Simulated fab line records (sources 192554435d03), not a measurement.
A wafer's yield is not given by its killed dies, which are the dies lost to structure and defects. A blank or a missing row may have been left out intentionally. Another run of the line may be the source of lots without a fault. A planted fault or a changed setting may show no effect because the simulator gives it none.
fab line records	flow n5Finfet	part 1 of 2: steps 1 to 24 of 30
[record] lots = 5	wafers = 15	lastDay = 17
route steps=1938 shown BEOL_M8@1395 BEOL_M9@1401
lots that met no fault: taken from a fault-free run of the same line
startH: the number of hours between the record's first day and the start of the first shown wafer of the lot	waitH: how many hours have passed since the lot's step before this one	" same as the row above	L1.1+2: a single row standing in for several wafers	- value missing, or start not given	* or withheld: withheld	< > ~ a bound
route shown NAME@n: names a module that has steps shown in the file, with the first one's number in the route	usual: the fault-free wafers' mean and standard deviation	same: alike in all rows	chamber/n: place in a boat	sites: readings site by site	_std_site: their standard deviation	_edge_site: inner sites' mean taken away from outer sites' mean	radiusMm: for every site, how far away it sits from the centre of the wafer	mask NAME#n: copy n	behind: the tool/chamber that last shaped the wafer	hold: reason for holding the lot/hours on hold/outcome of the hold	device: whichever transistor did not switch (one of n, p or np)	end of line: tests of these same wafers at the route's end	for a step that has no rows: nothing shown but its recipe	killed: not the wafer's yield, but the dies lost to structure and defects at the first sort	map: shows each die of a wafer: x if killed, . if not, _ if none is there
set.NAME: the run value of the setting; set.NAME@STEP: its run value at that earlier step	model.NAME: the simulator's own value behind a step, which no gauge read
certain route steps with their lots: each step a table, each wafer a row
services: when a tool's chamber went out of use (startH, in hours from the record's first day, below 0 if earlier), for how many hours, and the reason
[[steps]]
[step N5_BEOL_M8_CMP_52]
[recipe] stopOn = SiCOH_lowk	tOverpolishS = 6.9	downForcePsi = 1	platenRpm = 50	clearingPlatenDownForcePsi = 1.5	clearingPlatenRpm = 50	postCmpClean = cuAlkaline	targetThkNm = 80	clearingPlatenPadVelocityMS = 0.99484	padVelocityMS = 0.99484
[usual] barrierFieldEndpointS = 29.2/0.72	motorCurrentA = 6.1/0.51	overpolishRunS = 6.899/0.0097	platenRpm = 50.00/0.035	slurryFlowMlMin = 150.0/0.46	timeToEndpointS = 62.7/2.6
lot.wafer	tool	chamber	startH	waitH	barrierFieldEndpointS	motorCurrentA	overpolishRunS	platenRpm	slurryFlowMlMin	timeToEndpointS
L084.2	cmp-03	0	269.55	0.2	28.9	6.6	6.899	49.97	149.6	59.9
L084.3	"	2	"	"	29.8	5.4	6.903	49.99	149.8	62.0
L084.5	"	0	"	"	29.9	6.2	6.907	49.96	150.1	60.7
L086.1	cmp-01	0	290.98	0.3	30.2	5.9	6.897	49.90	149.4	63.9
L086.3	"	1	"	"	31.0	5.3	6.905	50.03	150.1	69.2
L086.4	"	3	"	"	31.4	6.5	6.912	50.02	149.7	66.9
L089.1	cmp-01	1	313.64	0.5	28.5	5.2	6.895	50.02	150.6	62.9
L089.2	"	0	"	"	28.1	6.3	6.890	50.02	149.7	57.6
L089.6	"	1	"	"	29.5	5.6	6.901	50.01	150.3	62.3
L095.1	cmp-03	1	332.15	0.4	29.6	7.0	6.901	50.01	149.4	62.9
L095.5	"	3	"	"	29.3	6.4	6.893	50.00	149.6	60.9
L095.6	"	0	"	"	29.8	6.4	6.887	49.91	150.3	62.8
L094.2	cmp-03	2	332.34	0.2	29.5	5.7	6.915	50.00	149.5	60.4
L094.5	"	1	"	"	29.2	7.2	6.891	49.99	149.8	63.4
L094.6	"	2	"	"	30.3	5.8	6.880	49.98	149.5	66.2
[step N5_BEOL_M8_THK_MEAS_53]
[recipe] thkMeasGauge = xrf	reads = Cu_of_BEOL_M8_ECD_50
[usual] M8_THK = 79.2/1.8
lot.wafer	tool	chamber	startH	waitH	M8_THK[nm]
L084.2	filmMetro-01	-	269.84	-	79.1
L084.3	"	-	"	"	78.0
L084.5	"	-	"	"	76.6
L086.1	filmMetro-02	-	291.28	-	77.3
L086.3	"	-	"	"	78.0
L086.4	"	-	"	"	77.0
L089.1	filmMetro-02	-	313.93	-	79.4
L089.2	"	-	"	"	79.0
L089.6	"	-	"	"	79.6
L095.1	filmMetro-01	-	332.37	-	78.9
L095.5	"	-	"	"	77.0
L095.6	"	-	"	"	80.3
L094.2	filmMetro-02	-	332.60	-	77.3
L094.5	"	-	"	"	78.6
L094.6	"	-	"	"	76.4
[step N5_BEOL_M8_PRE_CLEAN_55]
[recipe] gas = NH3	timeS = 15	tempC = withheld	rfPowerW = 300
lot.wafer	tool	chamber	startH	waitH
L084.2+3+5	pecvd-04	2,0,0	269.88	0.0
L086.1+3+4	pecvd-04	0,1,0	291.31	0.0
L089.1+2+6	pecvd-04	2,0,2	313.97	0.0
L095.1+5+6	pecvd-04	2,2,1	332.41	0.0
L094.2+5+6	pecvd-04	1,0,2	332.64	0.0
[step N5_BEOL_M8_DEP_56]
[recipe] material = SiCN	targetThkA = 100	tempC = withheld	precursor = 3MS/NH3	pressureTorr = 3	rfW = 202	timeS = 17.5
[usual] showerheadPlenumPTorr = 3.665/0.012	throttleValvePct = 9.1/0.69
lot.wafer	tool	chamber	startH	waitH	showerheadPlenumPTorr	throttleValvePct
L084.2	pecvd-04	2	269.90	0.0	3.669	8.4
L084.3	"	0	"	"	3.685	9.5
L084.5	"	0	"	"	3.678	9.3
L086.1	pecvd-04	0	291.34	0.0	3.674	9.2
L086.3	"	1	"	"	3.666	10.1
L086.4	"	0	"	"	3.675	9.3
L089.1	pecvd-04	2	313.99	0.0	3.672	8.7
L089.2	"	0	"	"	3.678	9.3
L089.6	"	2	"	"	3.664	8.5
L095.1	pecvd-04	2	332.43	0.0	3.666	8.5
L095.5	"	2	"	"	3.662	8.5
L095.6	"	1	"	"	3.676	10.1
L094.2	pecvd-04	1	332.66	0.0	3.666	10.4
L094.5	"	0	"	"	3.680	9.3
L094.6	"	2	"	"	3.674	8.4
[step N5_BEOL_M8_RS_MEAS_57]
[recipe] thkMeasGauge = four-point-probe	reads = Cu_of_BEOL_M8_ECD_50+Co_of_BEOL_M8_CVD_78+TaN_of_BEOL_M8_ALD_77
[usual] M8_RS = 0.286/0.0069
lot.wafer	tool	chamber	startH	waitH	M8_RS[ohm/sq]
L084.2	filmMetro-02	-	269.97	0.1	0.286
L084.3	"	-	"	"	0.290
L084.5	"	-	"	"	0.295
L086.1	filmMetro-01	-	291.41	0.1	0.290
L086.3	"	-	"	"	0.287
L086.4	"	-	"	"	0.292
L089.1	filmMetro-01	-	314.06	0.1	0.282
L089.2	"	-	"	"	0.285
L089.6	"	-	"	"	0.282
L095.1	filmMetro-01	-	332.50	0.1	0.289
L095.5	"	-	"	"	0.294
L095.6	"	-	"	"	0.280
L094.2	filmMetro-01	-	332.73	0.1	0.291
L094.5	"	-	"	"	0.286
L094.6	"	-	"	"	0.295
[step N5_BEOL_M8_INSPECT_58]
[recipe] inspectInstrument = darkfield	mode = postDep
[usual] rawDefectCount = 72/23
lot.wafer	tool	chamber	startH	waitH	rawDefectCount
L084.2	defectInspect-02	-	270.00	0.0	55
L084.3	"	-	"	"	83
L084.5	"	-	"	"	50
L086.1	defectInspect-02	-	291.43	0.0	45
L086.3	"	-	"	"	39
L086.4	"	-	"	"	43
L089.1	defectInspect-02	-	314.09	0.0	128
L089.2	"	-	"	"	81
L089.6	"	-	"	"	33
L095.1	defectInspect-02	-	332.52	0.0	65
L095.5	"	-	"	"	81
L095.6	"	-	"	"	86
L094.2	defectInspect-02	-	332.76	0.0	60
L094.5	"	-	"	"	68
L094.6	"	-	"	"	59
[step N5_BEOL_M9_ILD_DEP_00]
[recipe] material = SiCOH_lowk	targetThkA = 3085.1	tempC = 300	precursor = DEMS/porogen	pressureTorr = 5	rfW = 500	timeS = 58
[usual] heaterPowerW = 327/40	showerheadPlenumPTorr = 5.735/0.013	throttleValvePct = 13.6/0.7
lot.wafer	tool	chamber	startH	waitH	heaterPowerW	showerheadPlenumPTorr	throttleValvePct
L084.2	pecvd-01	2	270.03	0.0	308	5.729	12.5
L084.3	"	1	"	"	368	5.754	13.1
L084.5	"	0	"	"	323	5.760	14.5
L086.1	pecvd-02	2	291.47	0.0	307	5.728	13.3
L086.3	"	0	"	"	328	5.736	13.8
L086.4	"	2	"	"	317	5.734	13.5
L089.1	pecvd-03	0	314.12	0.0	360	5.708	13.6
L089.2	"	2	"	"	268	5.741	12.7
L089.6	"	2	"	"	277	5.735	13.0
L095.1	pecvd-03	1	332.56	0.0	318	5.728	14.7
L095.5	"	0	"	"	394	5.737	13.6
L095.6	"	1	"	"	317	5.715	14.7
L094.2	pecvd-03	0	332.80	0.0	404	5.718	13.8
L094.5	"	0	"	"	313	5.727	14.0
L094.6	"	2	"	"	271	5.754	12.7
[step N5_BEOL_M9_CURE_71]
[recipe] tempC = 385	timeS = 240	ambient = He/Ar	material = SiCOH_lowk
[usual] lampPowerPct = 52.31/0.057	wafer_temp_C_max = 386.9/0.57
lot.wafer	tool	chamber	startH	waitH	lampPowerPct	wafer_temp_C_max
L084.2	uvCure-02	2	270.19	0.1	52.34	388.2
L084.3	"	2	"	"	52.36	387.0
L084.5	"	2	"	"	52.25	387.3
L086.1	uvCure-01	1	291.55	0.0	52.25	386.1
L086.3	"	1	"	"	52.29	386.4
L086.4	"	1	"	"	52.28	386.8
L089.1	uvCure-01	0	314.20	0.0	52.33	387.7
L089.2	"	0	"	"	52.23	387.5
L089.6	"	0	"	"	52.36	386.8
L095.1	uvCure-03	0	332.64	0.0	52.28	387.2
L095.5	"	0	"	"	52.31	386.5
L095.6	"	0	"	"	52.27	387.3
L094.2	uvCure-02	0	333.04	0.2	52.29	386.3
L094.5	"	0	"	"	52.39	386.9
L094.6	"	0	"	"	52.32	386.9
[step N5_BEOL_M9_THK_MEAS_01]
[recipe] reads = SiCOH_lowk_of_BEOL_M9_ILD_DEP_00
[usual] M9_ILD_THK = 268/3.3
lot.wafer	tool	chamber	startH	waitH	M9_ILD_THK[nm]
L084.2	filmMetro-01	-	270.62	0.4	267
L084.3	"	-	"	"	266
L084.5	"	-	"	"	272
L086.1	filmMetro-01	-	292.06	0.4	265
L086.3	"	-	"	"	263
L086.4	"	-	"	"	267
L089.1	filmMetro-02	-	314.71	0.4	263
L089.2	"	-	"	"	266
L089.6	"	-	"	"	272
L095.1	filmMetro-01	-	333.15	0.4	268
L095.5	"	-	"	"	273
L095.6	"	-	"	"	273
L094.2	filmMetro-01	-	333.47	0.4	267
L094.5	"	-	"	"	268
L094.6	"	-	"	"	269
[step N5_BEOL_M9_PECVD_70]
[recipe] material = SiO2	targetThkA = 200	tempC = 400	precursor = TEOS/O2	pressureTorr = 5.5	rfW = 450	teosFlowSccm = 53.8	gas = O2	flowSccm = 3000	timeS = 22.7
[usual] heaterPowerW = 742/77	showerheadPlenumPTorr = 8.77/0.05	throttleValvePct = 21.9/1.2
lot.wafer	tool	chamber	startH	waitH	heaterPowerW	showerheadPlenumPTorr	throttleValvePct
L084.2	pecvd-01	2	270.66	0.0	764	8.74	20.0
L084.3	"	1	"	"	842	8.86	21.0
L084.5	"	0	"	"	650	8.85	23.1
L086.1	pecvd-02	1	292.10	0.0	759	8.72	23.0
L086.3	"	0	"	"	647	8.77	22.0
L086.4	"	1	"	"	763	8.74	22.6
L089.1	pecvd-03	1	314.75	0.0	675	8.70	23.9
L089.2	"	2	"	"	708	8.78	20.8
L089.6	"	0	"	"	869	8.72	21.9
L095.1	pecvd-02	2	333.19	0.0	738	8.74	21.8
L095.5	"	2	"	"	732	8.75	21.5
L095.6	"	0	"	"	746	8.81	22.1
L094.2	pecvd-02	0	333.51	0.0	692	8.82	22.0
L094.5	"	0	"	"	699	8.79	22.3
L094.6	"	2	"	"	673	8.70	21.5
[step N5_BEOL_M9_HM_DEP_02]
[recipe] material = TiN	targetThkA = 200	tempC = 25	chamberPressurePa = 0.49996
[usual] throttleValvePct = 30.1/1.2
lot.wafer	tool	chamber	startH	waitH	throttleValvePct
L084.2	pvdSputter-03	-	270.97	0.3	29.9
L084.3	"	-	"	"	30.3
L084.5	"	-	"	"	30.2
L086.1	pvdSputter-02	-	292.75	0.6	31.0
L086.3	"	-	"	"	28.5
L086.4	"	-	"	"	28.2
L089.1	pvdSputter-01	-	315.30	0.5	29.2
L089.2	"	-	"	"	29.5
L089.6	"	-	"	"	29.0
L095.1	pvdSputter-03	-	335.60	2.4	30.0
L095.5	"	-	"	"	30.3
L095.6	"	-	"	"	30.9
L094.2	pvdSputter-02	-	335.75	2.2	28.1
L094.5	"	-	"	"	28.2
L094.6	"	-	"	"	31.1
[step N5_BEOL_M9_COAT_59]
[recipe] resist = SOC	tempC = 250	timeS = 60	spinRpm = 1500	resistThkNm = 100
lot.wafer	tool	chamber	startH	waitH
L084.2+3+5	lithoTrack-03	0	271.10	0.1
L086.1+3+4	lithoTrack-03	0	292.88	0.1
L089.1+2+6	lithoTrack-01	0	315.43	0.1
L095.1+5+6	lithoTrack-04	0	335.73	0.1
L094.2+5+6	lithoTrack-04	0	335.87	0.1
[step N5_BEOL_M9_COAT_60]
[recipe] resist = SiARC	tempC = 220	timeS = 60	spinRpm = 1500	resistThkNm = 30
lot.wafer	tool	chamber	startH	waitH
L084.2+3+5	lithoTrack-03	0	-	-
L086.1+3+4	lithoTrack-03	0	-	-
L089.1+2+6	lithoTrack-01	0	-	-
L095.1+5+6	lithoTrack-04	0	-	-
L094.2+5+6	lithoTrack-04	0	-	-
[step N5_BEOL_M9_COAT_05]
[recipe] resist = CAR-ArF	spinRpm = 1500	resistThkNm = 90
lot.wafer	tool	chamber	startH	waitH
L084.2+3+5	lithoTrack-03	0	-	-
L086.1+3+4	lithoTrack-03	0	-	-
L089.1+2+6	lithoTrack-01	0	-	-
L095.1+5+6	lithoTrack-04	0	-	-
L094.2+5+6	lithoTrack-04	0	-	-
[step N5_BEOL_M9_EBR_07]
[recipe] solvent = PGMEA	ebrWidthMm = 1.5
lot.wafer	tool	chamber	startH	waitH
L084.2+3+5	lithoTrack-03	0	-	-
L086.1+3+4	lithoTrack-03	0	-	-
L089.1+2+6	lithoTrack-01	0	-	-
L095.1+5+6	lithoTrack-04	0	-	-
L094.2+5+6	lithoTrack-04	0	-	-
[step N5_BEOL_M9_SOFTBAKE_06]
[recipe] tempC = 110	timeS = 60	resist = CAR-ArF
lot.wafer	tool	chamber	startH	waitH
L084.2+3+5	lithoTrack-03	0	-	-
L086.1+3+4	lithoTrack-03	0	-	-
L089.1+2+6	lithoTrack-01	0	-	-
L095.1+5+6	lithoTrack-04	0	-	-
L094.2+5+6	lithoTrack-04	0	-	-
[step N5_BEOL_M9_EXPOSE_08]
[recipe] maskId = M9	na = 1.35	sourceShape = dipole	sigmaInner = 0.411	sigmaOuter = 0.611	polarization = te	doseMj = 53.75
[usual] stageVelMmS = 499.99/0.25
[same] dipoleOpeningDeg = 40	sigmaInner = 0.411
lot.wafer	tool	chamber	startH	waitH	mask	stageVelMmS
L084.2	arfiScanner-03	0	271.35	-	M9#0	499.71
L084.3	"	0	"	"	M9#0	499.81
L084.5	"	0	"	"	M9#0	500.34
L086.1	arfiScanner-03	0	293.00	-	M9#0	499.95
L086.3	"	0	"	"	M9#0	500.02
L086.4	"	0	"	"	M9#0	500.09
L089.1	arfiScanner-03	0	315.67	-	M9#0	500.33
L089.2	"	0	"	"	M9#0	500.33
L089.6	"	0	"	"	M9#0	500.18
L095.1	arfiScanner-02	0	335.97	-	M9#0	499.89
L095.5	"	0	"	"	M9#0	500.25
L095.6	"	0	"	"	M9#0	500.40
L094.2	arfiScanner-02	0	336.30	-	M9#0	499.96
L094.5	"	0	"	"	M9#0	499.82
L094.6	"	0	"	"	M9#0	499.94
[step N5_BEOL_M9_PEB_09]
[recipe] pebTempC = withheld	pebTimeS = 60	resist = CAR-ArF
lot.wafer	tool	chamber	startH	waitH
L084.2+3+5	lithoTrack-04	0	271.40	0.0
L086.1+3+4	lithoTrack-03	0	293.06	0.1
L089.1+2+6	lithoTrack-01	0	315.73	0.1
L095.1+5+6	lithoTrack-03	0	336.03	0.1
L094.2+5+6	lithoTrack-01	0	336.36	0.0
[step N5_BEOL_M9_DEVELOP_10]
[recipe] developTimeS = 30	developer = TMAH	resist = CAR-ArF	rinseLiquid = diw	dry = airSpin	devTempC = 23
lot.wafer	tool	chamber	startH	waitH
L084.2+3+5	lithoTrack-04	0	-	-
L086.1+3+4	lithoTrack-03	0	-	-
L089.1+2+6	lithoTrack-01	0	-	-
L095.1+5+6	lithoTrack-03	0	-	-
L094.2+5+6	lithoTrack-01	0	-	-
[step N5_BEOL_M9_CD_MEAS_11]
[recipe] targetCdNm = 64.1	landingEnergyEv = 500	detector = seInlens	polarity = opening
[usual] cdNm = 64.1/0.42
lot.wafer	tool	chamber	startH	waitH	cdNm
L084.2	cdSem-01	0	271.47	-	64.0
L084.3	"	0	"	"	64.5
L084.5	"	0	"	"	64.3
L086.1	cdSem-03	0	293.12	-	63.8
L086.3	"	0	"	"	64.1
L086.4	"	0	"	"	63.2
L089.1	cdSem-03	0	315.79	-	64.4
L089.2	"	0	"	"	64.5
L089.6	"	0	"	"	64.6
L095.1	cdSem-03	0	336.10	-	63.5
L095.5	"	0	"	"	64.5
L095.6	"	0	"	"	64.3
L094.2	cdSem-02	0	336.42	-	64.2
L094.5	"	0	"	"	64.1
L094.6	"	0	"	"	64.0
[step N5_BEOL_M9_OVL_MEAS_12]
[recipe] pointsPerWafer = 44
[usual] M9_OVL = 0.1/0.85
[same] pointsPerWafer = 44
lot.wafer	tool	chamber	startH	waitH	M9_OVL[nm]
L084.2	overlay-02	0	271.50	0.0	-0.4
L084.3	"	0	"	"	0.7
L084.5	"	0	"	"	0.2
L086.1	overlay-01	0	293.15	0.0	0.6
L086.3	"	0	"	"	0.2
L086.4	"	0	"	"	-0.7
L089.1	overlay-01	0	315.82	0.0	0.7
L089.2	"	0	"	"	1.5
L089.6	"	0	"	"	0.0
L095.1	overlay-01	0	336.13	0.0	0.4
L095.5	"	0	"	"	-1.4
L095.6	"	0	"	"	0.3
L094.2	overlay-01	0	336.45	0.0	1.3
L094.5	"	0	"	"	0.8
L094.6	"	0	"	"	1.4
[step N5_BEOL_M9_INSPECT_13]
[recipe] mode = adi	inspectInstrument = brightfield
[usual] rawDefectCount = 430/110
lot.wafer	tool	chamber	startH	waitH	rawDefectCount
L084.2	defectInspect-01	-	271.52	0.0	441
L084.3	"	-	"	"	373
L084.5	"	-	"	"	263
L086.1	defectInspect-02	-	293.18	0.0	246
L086.3	"	-	"	"	280
L086.4	"	-	"	"	245
L089.1	defectInspect-02	-	315.85	0.0	510
L089.2	"	-	"	"	590
L089.6	"	-	"	"	691
L095.1	defectInspect-02	-	336.15	0.0	377
L095.5	"	-	"	"	337
L095.6	"	-	"	"	596
L094.2	defectInspect-01	-	336.48	0.0	655
L094.5	"	-	"	"	767
L094.6	"	-	"	"	852
[step N5_BEOL_M9_DESCUM_16]
[recipe] chemistry = O2	timeS = 7.9	sourcePowerW = 50	biasPowerW = 20	pressureMtorr = 20	rfFrequencyHz = 2.712e+07	tempC = 40	resist = CAR-ArF	o2FlowSccm = 225
[usual] biasPowerW = 20.01/0.065	drypumpMotorCurrentA = 6.0/0.39	oesProductAu = 0.79/0.077	rfVppV = 242.8/1.5	showerheadPlenumPTorr = 2.07/0.085	tempC = 40.01/0.099	throttleValvePct = 20.48/0.22
lot.wafer	tool	chamber	startH	waitH	biasPowerW	drypumpMotorCurrentA	oesProductAu	rfHoursCounterH	rfVppV	showerheadPlenumPTorr	tempC	throttleValvePct
L084.2	rieDiel-03	2	271.56	0.0	20.05	5.9	0.67	243	242.4	2.07	39.99	20.82
L084.3	"	0	"	"	20.13	5.9	0.79	94	244.7	2.12	39.97	20.70
L084.5	"	0	"	"	20.09	5.8	0.79	-	244.0	2.12	40.05	20.68
L086.1	rieDiel-03	2	293.21	0.0	20.05	6.0	0.67	249	242.3	2.06	39.88	20.85
L086.3	"	3	"	"	20.07	5.6	0.80	83	245.1	2.21	40.04	19.98
L086.4	"	0	"	"	19.95	5.9	0.79	101	243.0	2.11	40.11	20.70
L089.1	rieDiel-02	1	316.00	0.2	20.10	5.9	0.76	145	242.9	2.02	39.87	20.49
L089.2	"	3	"	"	20.12	5.3	0.78	120	241.3	2.01	40.13	20.60
L089.6	"	1	"	"	19.92	5.9	0.75	-	241.2	2.02	39.98	20.50
L095.1	rieDiel-03	2	336.18	0.0	19.98	5.9	0.96	7	242.7	2.06	40.18	20.47
L095.5	"	1	"	"	20.03	6.2	0.73	-	240.0	1.91	39.97	20.45
L095.6	"	2	"	"	19.85	5.9	0.96	-	242.6	2.06	39.97	20.46
L094.2	rieDiel-03	3	336.51	0.0	20.06	5.6	0.79	96	243.9	2.20	39.96	19.99
L094.5	"	0	"	"	20.08	5.8	0.77	-	244.4	2.11	40.06	20.72
L094.6	"	3	"	"	20.01	5.6	0.79	-	244.0	2.20	39.95	20.00
[step N5_BEOL_M9_ETCH_61]
[recipe] chemistry = CF4	target = SiARC	targetDepthA = 390	maskMaterial = CAR-ArF	timeS = 65	ionEnergyEv = 80	pressureMtorr = 40	sourceW = 545	biasW = 36	Ar_flow_sccm = 100	cf4FlowSccm = 100	ends = cleared
[usual] biasW = 36.00/0.1	drypumpMotorCurrentA = 6.0/0.39	etchRfOnTimeS = 65.0/1	oesProductAu = 0.67/0.065	rfVppV = 183.7/1.2	showerheadPlenumPTorr = 2.12/0.082	throttleValvePct = 15.65/0.21
lot.wafer	tool	chamber	startH	waitH	biasW	drypumpMotorCurrentA	etchRfOnTimeS	oesProductAu	rfHoursCounterH	rfVppV	showerheadPlenumPTorr	throttleValvePct
L084.2	rieDiel-03	2	271.60	0.0	36.01	5.9	67.0	0.58	243	182.7	2.11	16.01
L084.3	"	0	"	"	35.88	5.8	66.5	0.67	94	183.7	2.16	15.76
L084.5	"	0	"	"	35.88	5.8	66.6	0.67	-	183.5	2.16	15.77
L086.1	rieDiel-03	2	293.25	0.0	35.90	5.9	65.1	0.58	249	182.7	2.11	16.01
L086.3	"	3	"	"	35.91	5.6	64.0	0.68	83	185.6	2.25	15.19
L086.4	"	0	"	"	36.11	5.9	65.3	0.67	101	183.8	2.15	15.77
L089.1	rieDiel-02	1	316.04	0.0	35.95	5.9	64.8	0.65	145	182.2	2.06	15.64
L089.2	"	3	"	"	36.07	5.3	64.6	0.67	120	183.6	2.06	15.77
L089.6	"	1	"	"	36.01	5.9	64.6	0.65	-	183.0	2.06	15.64
L095.1	rieDiel-03	2	336.22	0.0	35.98	5.9	64.1	0.84	7	182.8	2.11	15.53
L095.5	"	1	"	"	36.07	6.2	65.6	0.63	-	182.5	1.97	15.65
L095.6	"	2	"	"	35.83	5.9	64.6	0.82	-	184.0	2.11	15.54
L094.2	rieDiel-03	3	336.55	0.0	36.08	5.6	64.6	0.67	96	185.1	2.25	15.23
L094.5	"	0	"	"	36.10	5.8	64.5	0.66	-	184.8	2.15	15.81
L094.6	"	3	"	"	36.07	5.6	64.2	0.67	-	185.9	2.25	15.22
